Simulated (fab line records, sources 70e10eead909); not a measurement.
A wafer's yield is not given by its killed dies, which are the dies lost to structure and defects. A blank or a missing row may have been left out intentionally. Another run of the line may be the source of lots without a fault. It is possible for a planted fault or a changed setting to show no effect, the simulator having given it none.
Struck lot and sound lot, side by side || flow nandHarc || 25 steps out of a route of 1302
Sound: these wafers, L287.2, L287.5, L287.6. The struck wafers were L294.2, L294.4, L294.6. The cause comes at the end.
For every step that has rows: the tool of each side, followed by ch and its chambers, followed by its first start. Under that, the readings that differ: sound wafers || struck wafers || difference of the means || sigmas: that difference in standard deviations of wafers without a fault.
alike: words and numbers the same on both sides, and readings whose means are apart by under 2 such deviations; not compared: readings that were withheld, readings missing a value for some wafer, numbers with overlapping values and no deviation given by the record, and bounds like >300 which may hide the same value.
A row with sigmas, a row that says differs or no value, or rows on one side alone: a step with any of these is where the two part. Numbers that don't overlap but have no deviation are shown without sigmas and don't part them. A reading missing from all wafers of one side parts the sides only when that side holds two or more wafers.

first, 1 step without rows for these wafers: NHARC_P_M0_SRD_25.
NHARC_P_M0_INSPECT_27:
  sound on defectInspect-02, day 7 04:06; struck on defectInspect-02, day 10 00:34
  alike: rawDefectCount
NHARC_P_M0_PRE_CLEAN_31: time 12 s.
  sound on pecvd-02 ch 0,1, day 7 04:12; struck on pecvd-02 ch 0,1,2, day 10 00:38
  alike: heaterPowerW
  not compared: sinceWetCleanH
NHARC_P_M0_DEP_32: deposits SiCN, target thk 30 nm.
  sound on pecvd-02 ch 0,1, day 7 04:20; struck on pecvd-02 ch 0,1,2, day 10 00:43
  alike: heaterPowerW
  not compared: sinceWetCleanH
then, 7 steps without rows for these wafers: NHARC_P_M1_DEP_00 (deposits SiOC, target thk 182.5 nm); NHARC_P_M1_DEHYDRATE_01 (time 120 s); NHARC_P_M1_HMDS_02 (time 30 s); NHARC_P_M1_COAT_34 (time 65 s); NHARC_P_M1_COAT_03 (resist thk 90 nm); NHARC_P_M1_SOFTBAKE_04 (time 55 s); NHARC_P_M1_EBR_05.
NHARC_P_M1_EXPOSE_06: exposes mask P M1, target cd 130 nm.
  sound on arfiScanner-03 ch 0, day 7 05:22; struck on arfiScanner-03 ch 0, day 10 01:49
{"reading": "exposureDoseMJCm2", "sound": "81.97 81.81 81.94", "struck": "85.37 85.31 85.41", "difference": "+3.46", "sigmas": "+31"}
  alike: mask
then, 2 steps without rows for these wafers: NHARC_P_M1_PEB_07 (peb time 65 s); NHARC_P_M1_DEVELOP_08 (develop time 35 s).
NHARC_P_M1_CD_MEAS_09 targets a cd of 130 nm.
  sound on cdSem-02 ch 0, day 7 05:30; struck on cdSem-02 ch 0, day 10 01:58
  alike: cdNm
NHARC_P_M1_OVL_MEAS_10: pitch 260 nm.
  sound on overlay-01, day 7 05:35; struck on overlay-01, day 10 02:03
  alike: overlayXNm, overlayYNm
NHARC_P_M1_INSPECT_11:
  sound on defectInspect-02, day 7 05:38; struck on defectInspect-02, day 10 02:05
  alike: rawDefectCount
NHARC_P_M1_DESCUM_14: chemistry O2, time 3 s.
  sound on rieDiel-07 ch 1,2, day 7 05:41; struck on rieDiel-13 ch 0,1,2, day 10 02:10
{"reading": "model.P_M1.cdNm (nm)", "sound": "129 129.4 127.9", "struck": "131.6 129.9 131", "difference": "+2.1", "sigmas": ""}
  alike: drypumpMotorCurrentA, oesProductAu, rfVppV, showerheadPlenumPTorr, throttleValvePct
  not compared: rfHoursCounterH
NHARC_P_M1_ETCH_35: etches the open film in N2/H2, target depth 40 nm, overetch 12 nm, time 43.94 s.
  sound on rieDiel-07 ch 2,3, day 7 05:46; struck on rieDiel-13 ch 0,2, day 10 02:23
  alike: drypumpMotorCurrentA, oesProductAu, rfVppV, showerheadPlenumPTorr, throttleValvePct
  not compared: rfHoursCounterH
NHARC_P_M1_ETCH_15: etches the open film in C4F8/Ar, target depth 182.5 nm, time 91.2 s.
  sound on rieDiel-07 ch 0,2,3; struck on rieDiel-13 ch 1,2
  alike: oesProductAu, rfVppV
  not compared: rfHoursCounterH
NHARC_P_M1_CD_MEAS_16:
  sound on cdSem-03, day 7 05:59; struck on cdSem-01, day 10 02:36
  alike: cdNm
NHARC_P_M1_STRIP_18: strips in N2/H2.
  sound on rieDiel-08 ch 0,1,3, day 7 06:07; struck on rieDiel-08 ch 1,2,3, day 10 02:40
  alike: drypumpMotorCurrentA, oesProductAu, rfVppV, showerheadPlenumPTorr, throttleValvePct
  not compared: rfHoursCounterH
NHARC_P_M1_ETCH_28: etches the open film in CF4/N2, target depth 30 nm, time 72.99 s.
  sound on rieDiel-08 ch 0,1,3; struck on rieDiel-08 ch 0,2
{"reading": "model.P_M1.cdNm (nm)", "sound": "127.8 128.4 128.3", "struck": "131 128.6 130.1", "difference": "+2", "sigmas": ""}
  alike: drypumpMotorCurrentA, oesProductAu, rfVppV, showerheadPlenumPTorr, throttleValvePct
  not compared: rfHoursCounterH
then, 1 step without rows for these wafers: NHARC_P_M1_STRIP_19 (strips in post etch residue remover, time 600 s).
-- the record jumps here: 18 days lie between the struck wafers' starts before and after (it left off in module P_M1 and takes up again in module END, whose first step shown is number 1302 of the route) --
NHARC_END_SORT_01:
  the record has rows for the struck wafers here (prober-01 ch 0, day 28 06:08) and none for the sound ones

WHERE THEY PART
Earliest at NHARC_P_M1_EXPOSE_06; latest, in this record, at NHARC_END_SORT_01.

WHY: what had been put in by the simulator
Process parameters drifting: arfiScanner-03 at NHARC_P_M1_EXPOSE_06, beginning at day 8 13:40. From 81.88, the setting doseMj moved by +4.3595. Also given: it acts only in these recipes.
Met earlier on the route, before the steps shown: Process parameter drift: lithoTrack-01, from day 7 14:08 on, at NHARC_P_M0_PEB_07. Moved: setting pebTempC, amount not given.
